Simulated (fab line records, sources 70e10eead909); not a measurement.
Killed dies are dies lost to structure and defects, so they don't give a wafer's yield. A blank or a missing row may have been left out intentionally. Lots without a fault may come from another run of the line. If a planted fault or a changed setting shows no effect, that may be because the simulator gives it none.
fab line records	flow nandHarc
[record] lots = 5	wafers = 15	lastDay = 24
route steps=1159 shown P_M1@313 P_M2@318 END@1159
lots that met no fault: taken from a fault-free run of the same line
startH: hours from the record's first day to the start of the lot's first wafer shown	waitH: hours elapsed since this lot's preceding step	" unchanged from the row above	L1.1+2: several wafers, shown together as one row	- value missing, or start not given	* or withheld: withheld	< > ~ a bound
route shown NAME@n: NAME is a module with steps in the file, n the number in the route of the first one	usual: mean and standard deviation over wafers with no fault	same: alike in all rows	chamber/n: place in a boat	sites: per-site readings	_std_site: how widely they spread, as a standard deviation	_edge_site: the outer-site mean with the inner-site mean subtracted	radiusMm: for every site, how far away it sits from the centre of the wafer	mask NAME#n: copy n	behind: tool/chamber where the wafer was last shaped	hold: why the lot went on hold/how many hours it stayed there/how the hold came to an end	device: which transistor (n, p or np) failed to switch	end of line: at the end of the route, the tests of the same wafers	for a step that has no rows: nothing shown but its recipe	killed: not the wafer's yield, but the dies lost to structure and defects at the first sort	map: a wafer's dies, x killed, . not, _ none there
set.NAME: the setting that was run; set.NAME@STEP: the one run at that earlier step	model.NAME: the simulator's own value behind a step, which no gauge read
a table for each step, a row for each wafer; lots at some steps of the route
services: the hour from which a tool's chamber was out of use, counted from the record's first day as startH (under 0 if before that day), plus the number of hours and why
[[steps]]
[step NHARC_P_M1_SRD_25]
[step NHARC_P_M1_INSPECT_27]
[usual] rawDefectCount = 294/150
lot.wafer	tool	chamber	startH	waitH	rawDefectCount
L315.3	defectInspect-01	-	124.71	0.0	242
L315.4	"	-	"	"	233
L315.6	"	-	"	"	449
L321.1	defectInspect-01	-	157.45	0.0	363
L321.2	"	-	"	"	309
L321.5	"	-	"	"	314
L329.3	defectInspect-01	-	220.80	0.0	173
L329.4	"	-	"	"	226
L329.6	"	-	"	"	248
L335.3	defectInspect-01	-	240.06	0.0	253
L335.4	"	-	"	"	280
L335.5	"	-	"	"	322
L338.1	defectInspect-02	-	254.97	0.0	425
L338.3	"	-	"	"	254
L338.5	"	-	"	"	587
[step NHARC_P_M1_PRE_CLEAN_32]
[recipe] timeS = 12	tempC = 370	rfPowerW = 300	gas = NH3
[usual] heaterPowerW = 587/67
lot.wafer	tool	chamber	startH	waitH	heaterPowerW
L315.3	pecvd-04	2	125.06	0.4	582
L315.4	"	0	"	"	669
L315.6	"	1	"	"	520
L321.2	pecvd-04	2	157.52	0.1	612
L321.1	"	1	"	"	466
L321.5	"	1	"	"	478
L329.3	pecvd-04	0	220.87	0.1	654
L329.6	"	0	"	"	664
L329.4	"	2	"	"	663
L335.3	pecvd-04	2	240.78	0.7	681
L335.4	"	1	"	"	581
L335.5	"	2	"	"	658
L338.1	pecvd-04	0	255.05	0.1	704
L338.3	"	2	"	"	620
L338.5	"	2	"	"	613
[step NHARC_P_M1_DEP_33]
[recipe] targetThkA = 300	tempC = 370	targetThkNm = 30	pressureTorr = 3	flowSccm = 200	rfW = 450	material = SiCN
[usual] heaterPowerW = 531/71	showerheadVppV = 1300/56
lot.wafer	tool	chamber	startH	waitH	heaterPowerW	showerheadVppV
L315.3	pecvd-04	2	125.14	0.1	520	1346
L315.4	"	0	"	"	535	1237
L315.6	"	1	"	"	490	1293
L321.2	pecvd-04	2	157.60	0.1	613	1327
L321.1	"	1	"	"	414	1300
L321.5	"	1	"	"	423	1316
L329.3	pecvd-04	0	220.94	0.1	636	1245
L329.6	"	0	"	"	628	1243
L329.4	"	2	"	"	624	1351
L335.3	pecvd-04	2	240.92	0.1	669	1344
L335.4	"	1	"	"	419	1305
L335.5	"	2	"	"	693	1372
L338.1	pecvd-04	0	255.21	0.1	677	1242
L338.3	"	2	"	"	623	1370
L338.5	"	2	"	"	622	1357
[step NHARC_P_M2_DEP_00]
[recipe] targetThkA = 1825	targetThkNm = 182.5	tempC = withheld	pressureTorr = 5	flowSccm = 200	rfW = 600	material = SiOC
[step NHARC_P_M2_DEHYDRATE_01]
[recipe] tempC = 150	timeS = 120
[step NHARC_P_M2_HMDS_02]
[recipe] timeS = 30
[step NHARC_P_M2_COAT_34]
[recipe] tempC = 200	timeS = 65
[step NHARC_P_M2_COAT_03]
[recipe] spinRpm = 1500	resistThkNm = 90
[step NHARC_P_M2_SOFTBAKE_04]
[recipe] tempC = 105	timeS = 55
[step NHARC_P_M2_EBR_05]
[step NHARC_P_M2_EXPOSE_06]
[recipe] na = 1.35	targetCdNm = 170	doseMj = 80.78	maskId = P_M2
lot.wafer	tool	chamber	startH	waitH	mask
L315.3+4+6	arfiScanner-01	0	126.26	-	P_M2#0
L321.1+2+5	arfiScanner-03	0	158.58	-	P_M2#0
L329.3+4+6	arfiScanner-01	0	222.07	-	P_M2#0
L335.3+4+5	arfiScanner-03	0	242.06	-	P_M2#0
L338.1+3+5	arfiScanner-03	0	256.40	-	P_M2#0
[step NHARC_P_M2_PEB_07]
[recipe] pebTempC = 100	pebTimeS = 65
[step NHARC_P_M2_DEVELOP_08]
[recipe] developTimeS = 35	devTempC = 23
[step NHARC_P_M2_CD_MEAS_09]
[recipe] targetCdNm = 170	landingEnergyEv = 500
[usual] cdNm = 169.6/0.46
[same] landingEnergyEv = 500
lot.wafer	tool	chamber	startH	waitH	cdNm
L315.3	cdSem-02	0	126.39	-	169.6
L315.4	"	0	"	"	169.4
L315.6	"	0	"	"	169.5
L321.1	cdSem-02	0	158.72	-	169.6
L321.2	"	0	"	"	169.0
L321.5	"	0	"	"	169.5
L329.3	cdSem-03	0	222.20	-	178.2
L329.4	"	0	"	"	168.6
L329.6	"	0	"	"	178.0
L335.3	cdSem-02	0	242.20	-	169.7
L335.4	"	0	"	"	170.3
L335.5	"	0	"	"	169.1
L338.1	cdSem-03	0	256.55	-	169.3
L338.3	"	0	"	"	170.0
L338.5	"	0	"	"	170.2
[step NHARC_P_M2_OVL_MEAS_10]
[recipe] pitchNm = 340
[usual] overlayXNm = -0.4/0.94	overlayYNm = -0.2/0.68
lot.wafer	tool	chamber	startH	waitH	overlayXNm	overlayYNm
L315.3	overlay-02	-	126.48	-	0.1	0.0
L315.4	"	-	"	"	0.1	-0.2
L315.6	"	-	"	"	0.1	-0.3
L321.1	overlay-01	-	158.81	-	1.5	-0.4
L321.2	"	-	"	"	1.2	-0.7
L321.5	"	-	"	"	2.0	-0.8
L329.3	overlay-02	-	222.29	-	0.1	-0.1
L329.4	"	-	"	"	-0.2	-0.2
L329.6	"	-	"	"	0.1	-0.8
L335.3	overlay-01	-	242.28	-	0.2	-0.3
L335.4	"	-	"	"	0.4	-1.1
L335.5	"	-	"	"	0.2	-1.2
L338.1	overlay-02	-	256.64	-	-0.3	1.1
L338.3	"	-	"	"	-0.2	1.1
L338.5	"	-	"	"	-0.8	0.7
[step NHARC_P_M2_INSPECT_11]
[usual] rawDefectCount = 4.5/3
lot.wafer	tool	chamber	startH	waitH	rawDefectCount
L315.3	defectInspect-01	-	126.51	0.0	11
L315.4	"	-	"	"	6
L315.6	"	-	"	"	12
L321.1	defectInspect-02	-	158.86	0.1	6
L321.2	"	-	"	"	3
L321.5	"	-	"	"	5
L329.3	defectInspect-01	-	222.32	0.0	5
L329.4	"	-	"	"	4
L329.6	"	-	"	"	3
L335.3	defectInspect-02	-	242.32	0.0	4
L335.4	"	-	"	"	4
L335.5	"	-	"	"	2
L338.1	defectInspect-02	-	256.68	0.0	15
L338.3	"	-	"	"	8
L338.5	"	-	"	"	7
[step NHARC_P_M2_DESCUM_14]
[recipe] timeS = 3	o2FlowSccm = 200	arFlowSccm = 0	biasPowerW = 0	chemistry = O2
[usual] drypumpMotorCurrentA = 5.8/0.53	oesProductAu = 1.002/0.0099	rfVppV = 57.7/0.98	showerheadPlenumPTorr = 1.91/0.099	throttleValvePct = 11.312/0.009
lot.wafer	tool	chamber	startH	waitH	drypumpMotorCurrentA	oesProductAu	rfHoursCounterH	rfVppV	showerheadPlenumPTorr	throttleValvePct	model.P_M2.cdNm
L315.3	rieDiel-07	2	126.57	0.1	5.9	1.001	13	57.4	1.83	11.319	170.2
L315.4	"	3	"	"	5.7	0.989	14	56.3	1.83	11.307	168.8
L315.6	"	2	"	"	5.9	0.998	-	57.5	1.83	11.305	170.3
L321.1	rieDiel-05	0	158.93	0.1	4.8	1.011	5	57.4	1.80	11.305	169.3
L321.2	"	1	"	"	5.8	1.000	7	57.6	1.97	11.326	168.3
L321.5	"	3	"	"	6.4	1.006	-	59.6	2.05	11.316	168.4
L329.3	rieDiel-05	0	222.39	0.1	4.8	1.006	1	55.1	1.80	11.307	178.2
L329.4	"	1	"	"	5.8	0.993	1	58.4	1.97	11.321	168.7
L329.6	"	3	"	"	6.4	1.016	-	59.7	2.05	11.322	177.8
L335.3	rieDiel-07	2	242.40	0.1	6.0	0.996	1	57.0	1.82	11.311	170.3
L335.4	"	3	"	"	5.7	0.994	1	57.4	1.82	11.313	170.1
L335.5	"	1	"	"	5.6	1.006	-	59.3	2.05	11.302	168.8
L338.1	rieDiel-05	2	256.74	0.1	5.9	1.011	3	56.5	1.84	11.310	169.2
L338.3	"	1	"	"	5.8	0.983	3	56.0	1.97	11.310	170
L338.5	"	2	"	"	5.9	1.009	-	58.7	1.84	11.306	170.5
[step NHARC_P_M2_ETCH_35]
[recipe] targetDepthA = 400	overetchA = 120	timeS = 43.94	ionEnergyEv = 200	n2FlowSccm = 150	h2FlowSccm = 150	arFlowSccm = 0	rfW = 400	biasW = 150	chemistry = N2/H2
[usual] biasW = 150.0/0.46	drypumpMotorCurrentA = 5.8/0.52	h2FlowSccm = 150.0/0.45	oesProductAu = 0.999/0.01	rfVppV = 430/3.2	showerheadPlenumPTorr = 2.03/0.11	throttleValvePct = 14.170/0.009
lot.wafer	tool	chamber	startH	waitH	biasW	drypumpMotorCurrentA	h2FlowSccm	oesProductAu	rfHoursCounterH	rfVppV	showerheadPlenumPTorr	throttleValvePct
L315.4	rieDiel-07	1	126.66	0.1	149.8	5.6	149.6	0.976	10	436	2.20	14.172
L315.3	"	2	"	"	150.6	6.0	149.6	0.998	13	427	1.95	14.165
L315.6	"	1	"	"	149.7	5.6	149.9	0.967	-	435	2.20	14.166
L321.1	rieDiel-05	0	159.01	0.1	150.0	4.8	150.2	1.009	5	427	1.91	14.171
L321.2	"	1	"	"	150.2	5.8	150.0	0.995	7	435	2.10	14.175
L321.5	"	1	"	"	150.5	5.8	149.7	0.987	-	432	2.10	14.184
L329.3	rieDiel-05	2	222.48	0.1	150.4	5.9	149.6	1.003	1	427	1.97	14.175
L329.4	"	3	"	"	149.3	6.5	149.3	0.996	1	434	2.18	14.164
L329.6	"	1	"	"	150.4	5.8	149.7	0.986	-	433	2.10	14.160
L335.3	rieDiel-07	3	242.46	0.1	149.7	5.7	149.1	0.992	1	427	1.94	14.157
L335.4	"	2	"	"	150.0	5.9	149.5	1.007	1	428	1.94	14.166
L335.5	"	3	"	"	150.6	5.7	149.0	0.994	-	428	1.94	14.176
L338.1	rieDiel-05	1	256.82	0.1	149.3	5.8	149.8	0.995	3	433	2.10	14.158
L338.3	"	3	"	"	150.2	6.4	150.4	0.997	3	435	2.18	14.170
L338.5	"	1	"	"	149.5	5.8	150.0	0.989	-	433	2.10	14.186
[step NHARC_P_M2_ETCH_15]
[recipe] targetDepthA = 1825	timeS = 91.2	c4f8FlowSccm = withheld	arFlowSccm = 400	rfW = 600	biasW = 300	chemistry = C4F8/Ar
[usual] biasW = 300.0/0.93	oesProductAu = 0.951/0.023	rfVppV = 441/3.2
lot.wafer	tool	chamber	startH	waitH	biasW	oesProductAu	rfHoursCounterH	rfVppV
L315.3	rieDiel-07	1	-	-	299.3	0.912	10	446
L315.4	"	2	"	"	300.6	0.937	13	439
L315.6	"	0	"	"	299.5	0.932	-	442
L321.1	rieDiel-05	3	-	-	299.7	0.973	6	445
L321.2	"	1	"	"	300.1	0.972	7	443
L321.5	"	2	"	"	299.3	0.989	-	439
L329.4	rieDiel-05	2	-	-	300.2	0.931	1	440
L329.3	"	0	"	"	299.2	0.921	1	436
L329.6	"	1	"	"	298.6	0.909	-	444
L335.3	rieDiel-07	0	-	-	299.0	0.965	1	441
L335.4	"	3	"	"	300.6	0.964	1	438
L335.5	"	1	"	"	299.9	0.961	-	444
L338.3	rieDiel-05	0	-	-	300.6	0.926	3	437
L338.1	"	1	"	"	301.1	0.924	3	443
L338.5	"	0	"	"	300.0	0.926	-	436
[step NHARC_P_M2_CD_MEAS_16]
[usual] cdNm = 169.5/0.67
lot.wafer	tool	chamber	startH	waitH	cdNm
L315.3	cdSem-02	-	126.88	-	169.8
L315.4	"	-	"	"	168.1
L315.6	"	-	"	"	170.4
L321.1	cdSem-03	-	159.23	-	169.4
L321.2	"	-	"	"	168.6
L321.5	"	-	"	"	168.3
L329.3	cdSem-02	-	222.69	-	178.6
L329.4	"	-	"	"	169.2
L329.6	"	-	"	"	178.2
L335.3	cdSem-03	-	242.69	-	170.2
L335.4	"	-	"	"	170.3
L335.5	"	-	"	"	168.7
L338.1	cdSem-01	-	257.04	-	169.5
L338.3	"	-	"	"	170.1
L338.5	"	-	"	"	170.6
[step NHARC_P_M2_STRIP_18]
[recipe] powerW = 1000	n2FlowSccm = 150	h2FlowSccm = 150	arFlowSccm = 0	biasW = 0	chemistry = N2/H2
[usual] drypumpMotorCurrentA = 5.8/0.46	h2FlowSccm = 150.0/0.47	oesProductAu = 0.999/0.0094	powerW = 1000.1/2.7	rfVppV = 90.7/0.92	showerheadPlenumPTorr = 2.04/0.11	throttleValvePct = 14.172/0.0091
[same] biasW = 0
lot.wafer	tool	chamber	startH	waitH	drypumpMotorCurrentA	h2FlowSccm	oesProductAu	powerW	rfHoursCounterH	rfVppV	showerheadPlenumPTorr	throttleValvePct
L315.3	rieDiel-07	1	127.02	0.1	5.7	149.6	0.985	1002.6	10	92.3	2.20	14.182
L315.4	"	2	"	"	5.9	149.9	1.004	1003.0	13	89.7	1.95	14.160
L315.6	"	3	"	"	5.7	150.4	0.990	1002.6	-	91.0	1.95	14.155
L321.2	rieDiel-05	3	159.30	0.1	6.4	151.2	1.006	1001.6	7	91.8	2.18	14.171
L321.1	"	1	"	"	5.8	150.7	0.993	1003.5	7	92.7	2.10	14.185
L321.5	"	0	"	"	4.8	150.2	0.996	1001.4	-	89.3	1.91	14.185
L329.4	rieDiel-07	2	222.79	0.1	5.9	149.2	1.002	1001.1	28	89.5	1.94	14.169
L329.3	"	0	"	"	5.9	149.6	1.001	1001.7	30	91.7	2.08	14.175
L329.6	"	1	"	"	5.7	150.4	0.986	997.0	-	91.7	2.20	14.173
L335.3	rieDiel-05	3	242.78	0.1	6.4	149.0	1.013	999.5	3	92.0	2.18	14.159
L335.4	"	0	"	"	4.8	149.8	0.998	1001.5	3	89.7	1.91	14.155
L335.5	"	2	"	"	5.9	149.8	1.016	1001.4	-	90.8	1.96	14.170
L338.3	rieDiel-07	2	257.14	0.1	5.9	149.7	1.003	999.7	3	90.5	1.94	14.195
L338.1	"	0	"	"	6.0	150.7	1.007	1000.5	3	91.5	2.08	14.184
L338.5	"	1	"	"	5.7	149.7	0.994	1005.2	-	92.2	2.19	14.167
[step NHARC_P_M2_ETCH_28]
[recipe] targetDepthA = 300	overEtchFrac = 0.3	timeS = 72.99	ionEnergyEv = 150	cf4FlowSccm = 50	n2FlowSccm = 100	arFlowSccm = 150	rfW = 300	biasW = 100	chemistry = CF4/N2
[usual] biasW = 99.97/0.3	drypumpMotorCurrentA = 5.8/0.43	oesProductAu = 0.998/0.0095	rfVppV = 314.1/2.2	showerheadPlenumPTorr = 2.62/0.13	throttleValvePct = 19.796/0.009
lot.wafer	tool	chamber	startH	waitH	biasW	drypumpMotorCurrentA	oesProductAu	rfHoursCounterH	rfVppV	showerheadPlenumPTorr	throttleValvePct	model.P_M2.cdNm
L315.4	rieDiel-07	2	-	-	99.98	5.9	1.012	13	312.6	2.52	19.796	168.2
L315.3	"	0	"	"	99.99	5.9	0.998	14	315.1	2.68	19.792	169.5
L315.6	"	3	"	"	100.16	5.7	0.997	-	314.3	2.52	19.804	170.6
L321.2	rieDiel-05	2	-	-	100.04	6.0	1.001	7	312.6	2.54	19.783	168.2
L321.1	"	1	"	"	99.87	5.8	0.994	7	316.8	2.70	19.799	169.4
L321.5	"	3	"	"	99.63	6.4	1.013	-	316.4	2.80	19.808	169.1
L329.3	rieDiel-07	3	-	-	100.03	5.7	1.008	29	312.7	2.51	19.797	178.9
L329.4	"	1	"	"	99.79	5.7	0.976	27	316.6	2.81	19.802	168.1
L329.6	"	0	"	"	99.79	5.9	0.996	-	314.9	2.68	19.802	177.8
L335.4	rieDiel-05	2	-	-	99.70	6.0	1.010	3	312.0	2.54	19.811	170.1
L335.3	"	3	"	"	99.75	6.4	0.992	3	316.5	2.80	19.807	169.7
L335.5	"	3	"	"	99.93	6.4	0.997	-	316.4	2.80	19.797	168.5
L338.1	rieDiel-07	0	-	-	99.79	5.9	1.005	3	315.3	2.67	19.798	169.2
L338.3	"	1	"	"	100.37	5.7	0.991	3	317.8	2.81	19.776	170.7
L338.5	"	3	"	"	99.70	5.7	1.002	-	311.2	2.51	19.786	170.5
[step NHARC_P_M2_STRIP_19]
[recipe] timeS = 600	tempC = 30	chemistry = postEtchResidueRemover
[step NHARC_END_SORT_01]
[recipe] tempC = 25
[usual] defectLimitedYield = 95.4/1.4	killedAtArray = 27/9.3	killedAtOther = 0.9/1.3	killedAtPeriphery = 3.6/2.7	killedDies = 31/9.7	killedOpen = 3.3/1.8	killedShort = 2.0/1.5	sort_bin_2_pct = 1.4/0.63	sort_bin_3_pct = 0.25/0.21	sort_bin_4_pct = 2.9/0.93	sortNPass = 646/9.7	sortRimYieldPct = 95/3.1	sortYieldPct = 95.4/1.4
[same] grossDies = 677	sort_bin_5_pct[%] = 0	sort_bin_6_pct[%] = 0	sort_bin_7_pct[%] = 0	sort_bin_8_pct[%] = 0	sortRimNGross = 106.00
lot.wafer	tool	chamber	startH	waitH	defectLimitedYield[%]	killedAtArray	killedAtOther	killedAtPeriphery	killedDies	killedOpen	killedShort	sort_bin_2_pct[%]	sort_bin_3_pct[%]	sort_bin_4_pct[%]	sortNPass	sortRimYieldPct[%]	sortYieldPct[%]
L315.3	prober-02	0	465.39	3.1	94.2	31	0	8	39	2	2	2.2	0.30	3.2	638	97	94.2
L315.4	prober-02	0	466.19	3.4	96.6	19	0	4	23	2	3	0.6	0.30	2.5	654	97	96.6
L315.6	prober-02	0	467.77	4.0	94.2	28	1	10	39	3	3	1.3	0.59	3.8	638	91	94.2
L321.1	prober-02	0	471.54	2.5	96.5	16	0	8	24	4	3	0.6	0.30	2.7	653	94	96.5
L321.2	prober-02	0	472.33	2.8	96.6	19	1	3	23	2	1	1.0	0.15	2.2	654	96	96.6
L321.5	prober-02	0	474.70	3.7	97.0	15	0	5	20	3	2	0.9	0.15	1.9	657	97	97.0
L329.3	prober-01	0	534.44	3.1	96.6	17	2	4	23	6	2	1.0	0.15	2.2	654	95	96.6
L329.4	prober-01	0	535.24	3.4	96.5	21	1	2	24	5	3	0.7	0.44	2.4	653	99	96.5
L329.6	prober-01	0	536.86	4.0	97.2	13	5	1	19	2	2	0.3	0.15	2.4	658	98	97.2
L335.3	prober-02	0	551.65	3.1	93.6	41	1	1	43	5	5	2.1	0	4.3	634	89	93.6
L335.4	prober-02	0	552.44	3.4	91.9	48	4	3	55	5	3	3.0	0.44	4.7	622	92	91.9
L335.5	prober-02	0	553.24	3.7	93.5	40	2	2	44	4	0	3.0	0.30	3.2	633	92	93.5
L338.1	prober-02	0	562.63	2.5	94.1	30	0	10	40	5	0	2.1	0.15	3.7	637	98	94.1
L338.3	prober-02	0	564.22	3.1	93.8	35	0	7	42	2	2	1.3	0.30	4.6	635	92	93.8
L338.5	prober-02	0	565.81	3.7	94.1	34	0	6	40	5	1	1.5	0.44	4.0	637	92	94.1
// killed by level:class
L315.3 A_SLIT:chamberFilmFlake=12 A_CHANNEL_HOLE_D1:chamberFilmFlake=6 A_CONTACT:chamberFilmFlake=6 P_ZERO_WELL:chamberFilmFlake=4 P_STI:chamberFilmFlake=4 A_CHANNEL_FILL_D1:geometricParticle:open=2 A_STAIRCASE:chamberFilmFlake=2 A_CHANNEL_FILL_D1:geometricParticle:short=1
L315.4 A_SLIT:chamberFilmFlake=8 A_CHANNEL_HOLE_D1:chamberFilmFlake=4 P_ZERO_WELL:chamberFilmFlake=3 A_CONTACT:chamberFilmFlake=2 A_CHANNEL_FILL_D1:geometricParticle:short=1 A_CONTACT:geometricParticle:open=1 A_BLC:geometricParticle:short=1 A_M1:geometricParticle:open=1
L315.6 A_SLIT:chamberFilmFlake=8 A_CONTACT:chamberFilmFlake=6 P_STI:chamberFilmFlake=5 A_STAIRCASE:chamberFilmFlake=5 A_CHANNEL_HOLE_D1:chamberFilmFlake=4 A_WL_FILL:geometricParticle:short=2 A_CONTACT:geometricParticle:open=2 P_ZERO_WELL:chamberFilmFlake=2
L321.1 A_CHANNEL_HOLE_D1:chamberFilmFlake=6 A_STAIRCASE:chamberFilmFlake=5 P_BONDPAD:chamberFilmFlake=3 P_CONTACT:geometricParticle:open=2 A_CHANNEL_FILL_D1:geometricParticle:short=2 A_SGD_CUT:chamberFilmFlake=2 P_STI:geometricParticle:short=1 P_GATE:geometricParticle:open=1
L321.2 A_CHANNEL_HOLE_D1:chamberFilmFlake=11 A_STAIRCASE:chamberFilmFlake=4 P_BONDPAD:chamberFilmFlake=2 A_CONTACT:chamberFilmFlake=2 P_M0:geometricParticle:open=1 A_ONON_D1:geometricParticle:short=1 A_CONTACT:geometricParticle:open=1 THIN_TSV:chamberFilmFlake=1
L321.5 A_CHANNEL_HOLE_D1:chamberFilmFlake=5 A_STAIRCASE:chamberFilmFlake=4 P_BONDPAD:chamberFilmFlake=3 P_GATE:geometricParticle:open=1 A_CHANNEL_HOLE_D1:geometricParticle:short=1 A_SGD_CUT:geometricParticle:open=1 A_BLC:geometricParticle:short=1 A_M0:geometricParticle:open=1
L329.3 A_CHANNEL_HOLE_D1:chamberFilmFlake=5 A_STAIRCASE:chamberFilmFlake=2 A_CONTACT:chamberFilmFlake=2 THIN_TSV:chamberFilmFlake=2 P_CONTACT:geometricParticle:open=1 A_ONON_D1:geometricParticle:open=1 A_WL_FILL:geometricParticle:open=1 A_CONTACT:geometricParticle:open=1
L329.4 A_CONTACT:chamberFilmFlake=5 A_CHANNEL_HOLE_D1:chamberFilmFlake=4 A_CHANNEL_FILL_D1:geometricParticle:short=2 A_M1:chamberFilmFlake=2 A_SOURCE_PLATE:geometricParticle:open=1 A_ONON_D1:geometricParticle:short=1 A_SGD_CUT:geometricParticle:open=1 A_ZERO_WELL:chamberFilmFlake=1
L329.6 A_CONTACT:chamberFilmFlake=5 THIN_TSV:chamberFilmFlake=5 A_CHANNEL_FILL_D1:geometricParticle:open=1 A_WL_FILL:geometricParticle:short=1 A_BLC:geometricParticle:short=1 A_M1:geometricParticle:open=1 P_ZERO_WELL:chamberFilmFlake=1 A_ZERO_WELL:chamberFilmFlake=1
L335.3 A_CHANNEL_HOLE_D1:chamberFilmFlake=22 A_SLIT:chamberFilmFlake=7 A_ONON_D1:geometricParticle:short=2 A_CONTACT:geometricParticle:open=2 P_STI:geometricParticle:short=1 A_ONON_D1:geometricParticle:open=1 A_CHANNEL_FILL_D1:geometricParticle:short=1 A_SGD_CUT:geometricParticle:open=1
L335.4 A_SLIT:chamberFilmFlake=18 A_CHANNEL_HOLE_D1:chamberFilmFlake=16 A_STAIRCASE:chamberFilmFlake=6 THIN_TSV:chamberFilmFlake=4 A_CONTACT:chamberFilmFlake=2 P_STI:geometricParticle:open=1 P_CONTACT:geometricParticle:open=1 P_M0:geometricParticle:short=1
L335.5 A_CHANNEL_HOLE_D1:chamberFilmFlake=17 A_SLIT:chamberFilmFlake=15 A_STAIRCASE:chamberFilmFlake=3 A_CONTACT:geometricParticle:open=2 P_GATE:chamberFilmFlake=2 A_CHANNEL_FILL_D1:geometricParticle:open=1 A_SGD_CUT:geometricParticle:open=1 A_CONTACT:chamberFilmFlake=1
L338.1 P_GATE:chamberFilmFlake=6 A_CHANNEL_HOLE_D1:chamberFilmFlake=5 A_CONTACT:chamberFilmFlake=5 A_BONDPAD:chamberFilmFlake=5 A_STAIRCASE:chamberFilmFlake=4 A_WL_FILL:chamberFilmFlake=3 A_CONTACT:geometricParticle:open=2 P_STI:chamberFilmFlake=2
L338.3 A_CHANNEL_HOLE_D1:chamberFilmFlake=9 A_CONTACT:chamberFilmFlake=9 A_STAIRCASE:chamberFilmFlake=5 P_STI:chamberFilmFlake=4 A_BONDPAD:chamberFilmFlake=4 P_BONDPAD:chamberFilmFlake=2 A_WL_FILL:chamberFilmFlake=2 P_GATE:geometricParticle:short=1
L338.5 A_CONTACT:chamberFilmFlake=13 P_GATE:chamberFilmFlake=5 A_STAIRCASE:chamberFilmFlake=5 A_CHANNEL_HOLE_D1:chamberFilmFlake=4 A_WL_FILL:chamberFilmFlake=3 A_ONON_D1:geometricParticle:open=2 A_CONTACT:geometricParticle:open=2 A_SGD_CUT:geometricParticle:open=1
[[services]]
tool	chamber	startH	hours	kind
arfiScanner-03	-	107.59	0.7	repair
arfiScanner-03	-	112.21	0.5	repair
rieDiel-07	2	113.00	2.9	repair
rieDiel-05	0	118.10	-	clean
rieDiel-05	1	118.10	-	clean
rieDiel-05	2	118.10	-	clean
rieDiel-05	3	118.10	-	clean
rieDiel-05	2	134.01	4.2	repair
arfiScanner-03	-	140.00	4.0	pm
rieDiel-05	0	142.60	-	clean
arfiScanner-03	-	144.20	0.5	repair
arfiScanner-01	-	144.80	0.5	repair
rieDiel-05	-	163.60	9.0	pm
arfiScanner-03	-	186.73	2.8	repair
pecvd-04	-	195.00	13.0	pm
rieDiel-05	1	195.22	6.1	repair
rieDiel-07	3	195.50	2.0	repair
arfiScanner-01	-	196.00	4.0	pm
rieDiel-05	2	197.80	8.4	repair
rieDiel-07	-	224.97	0.5	repair
rieDiel-07	-	228.53	9.0	pm
arfiScanner-03	-	243.07	0.3	repair
arfiScanner-01	-	251.11	0.2	repair
pecvd-04	1	251.46	5.5	repair
[[key]]
[firstSign] step = NHARC_P_M2_CD_MEAS_09	reading = cdNm	direction = up	sigmas = 18	usual = 169.6	struck = 178.1
[effect] step = NHARC_P_M2_CD_MEAS_16	reading = cdNm	direction = up	sigmas = 13	usual = 169.5	struck = 178.4
[modelEffect] step = NHARC_P_M2_DESCUM_14	value = P_M2.cdNm	without = 169.7	struck = 178
[modelEffect] step = NHARC_P_M2_ETCH_28	value = P_M2.cdNm	without = 170.1	struck = 178.4
metAt NHARC_P_M2_EXPOSE_06
struckWafers L329.3,L329.6
onsetBetween 126.26 222.07
[fault] kind = processParameterDrift	tool = arfiScanner-01	chamber = -	onsetH = 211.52	steps = NHARC_P_M2_EXPOSE_06	channel = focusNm	offset = 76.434	shape = step	endH = 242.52	scope = struckWafersOnly
